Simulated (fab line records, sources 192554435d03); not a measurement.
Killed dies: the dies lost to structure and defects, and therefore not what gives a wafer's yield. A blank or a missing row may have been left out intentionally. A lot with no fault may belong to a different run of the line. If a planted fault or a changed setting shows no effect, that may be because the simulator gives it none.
A lot that was struck, set against a sound lot ; flow n5_finfet ; 17 out of 1938 route steps
Sound: wafers L955.1, L955.2, L955.5. Struck: wafer L947.2 (L947.3, L947.6, from the same lot, were not struck and are left out); the cause is given at the end.
Order at every step that has rows: each side's tool, ch and its chambers, its first start. Under that, the readings that differ: sound wafers ; struck wafers ; difference of the means ; sigmas: that difference in standard deviations of wafers without a fault.
alike: a reading whose means differ by less than 2 such deviations, as well as words and numbers matching on both sides. not compared: withheld readings; readings where some wafer has no value; bounds like >300 that might hide an equal value; numbers whose values overlap and for which the record gives no deviation.
A row with sigmas, a row that says differs or no value, or rows on one side alone: a step with any of these is where the two part. Non-overlapping numbers with no deviation appear without sigmas and do not part them. Lack of a reading on every wafer of one side parts them only where that side has two or more wafers.

first, 9 steps without rows for these wafers: N5_DUMMY_GATE_COAT_34 (time 60 s, resist thk 60 nm); N5_DUMMY_GATE_COAT_35 (time 60 s, resist thk 10 nm); N5_DUMMY_GATE_COAT_28 (time 60 s, resist thk 10 nm); N5_DUMMY_GATE_COAT_09 (resist thk 30 nm); N5_DUMMY_GATE_EBR_11; N5_DUMMY_GATE_SOFTBAKE_10 (time 60 s); N5_DUMMY_GATE_EXPOSE_12 (exposes mask GATE, target cd 25 nm); N5_DUMMY_GATE_PEB_13 (peb time 60 s); N5_DUMMY_GATE_DEVELOP_14 (develop time 30 s).
N5_DUMMY_GATE_CD_MEAS_15: target cd 25.8 nm.
  sound on cd_sem-02 ch 0, day 6 11:49; struck on cd_sem-01 ch 0, day 4 12:11
  alike: cd_nm
N5_DUMMY_GATE_OVL_MEAS_16:
  sound on overlay-02 ch 0, day 6 11:52; struck on overlay-01 ch 0, day 4 12:13
reading;sound;struck;difference;sigmas
GATE_OVL (nm);0.3 0.2 -0.9;1.5;+1.6;+2
N5_DUMMY_GATE_INSPECT_17: inspects for defects (brightfield).
  struck on defect_inspect-01, day 4 12:17; sound on defect_inspect-01, day 6 11:55
  alike: raw_defect_count
N5_DUMMY_GATE_DESCUM_20: chemistry O2, time 6.2 s.
  sound on rie_diel-06 ch 1,2, day 6 11:57; struck on rie_diel-01 ch 0, day 4 12:19
reading;sound;struck;difference;sigmas
model.CAR-EUV_of_DUMMY_GATE_COAT_09.thk_nm (nm);26.8 26.8 26.8;25.8;-1.0;
  alike: drypump_motor_current_A, oes_product_au, rf_fwd_power_W, rf_vpp_V, showerhead_plenum_p_Torr, throttle_valve_pct
  not compared: rf_hours_counter_h
N5_DUMMY_GATE_ETCH_29: etches underlayer in N2/H2, target depth 13 nm.
  sound on rie_diel-06 ch 1,2, day 6 12:01; struck on rie_diel-01 ch 0, day 4 12:23
reading;sound;struck;difference;sigmas
model.CAR-EUV_of_DUMMY_GATE_COAT_09.thk_nm (nm);19.2 19.2 19.2;18.2;-1.0;
  alike: drypump_motor_current_A, oes_product_au, rf_fwd_power_W, rf_vpp_V, showerhead_plenum_p_Torr, throttle_valve_pct
  not compared: rf_hours_counter_h
N5_DUMMY_GATE_ETCH_36: etches SiARC in CF4, target depth 13 nm.
  sound on rie_diel-06 ch 1,2, day 6 12:04; struck on rie_diel-01 ch 0, day 4 12:25
reading;sound;struck;difference;sigmas
rf_fwd_power_W (W);536.9 538.9 534.9;542.9;+6.0;+2
  alike: drypump_motor_current_A, oes_product_au, rf_vpp_V, showerhead_plenum_p_Torr, throttle_valve_pct
  not compared: rf_hours_counter_h
-- here the record skips 5 days between the struck wafers' starts before and after, leaving off in module DUMMY_GATE and picking up in module BEOL_M4 (first step shown: number 1111 of the route) --
N5_BEOL_M4_RC_MEAS_101:
  sound on prober-01 ch 0, day 11 12:37; struck on prober-02 ch 0, day 9 20:25
reading;sound;struck;difference;sigmas
DIBL_P (mV/V);36.4 36.3 34.5;41.3;+5.6;+3
IOFF_N (nA/um);0.15 0.17 0.14;0.22;+0.07;+2
IOFF_P (nA/um);0.22 0.22 0.19;0.30;+0.09;+2
ION_N (uA/um);666 682 659;698;+29;+3
SS_P (mV/dec);73.4 73.4 72.6;74.6;+1.5;+2
VT_N (mV);252 247 250;243;-7;-2
  alike: DIBL_N, ION_P, SS_N, VT_P
following that, these wafers have no rows for 1 step: N5_PASSIVATION_PROBE_49.

== WHERE THEY PART ==
Earliest at N5_DUMMY_GATE_OVL_MEAS_16; latest, in this record, at N5_BEOL_M4_RC_MEAS_101.

WHY: the cause the simulator had injected
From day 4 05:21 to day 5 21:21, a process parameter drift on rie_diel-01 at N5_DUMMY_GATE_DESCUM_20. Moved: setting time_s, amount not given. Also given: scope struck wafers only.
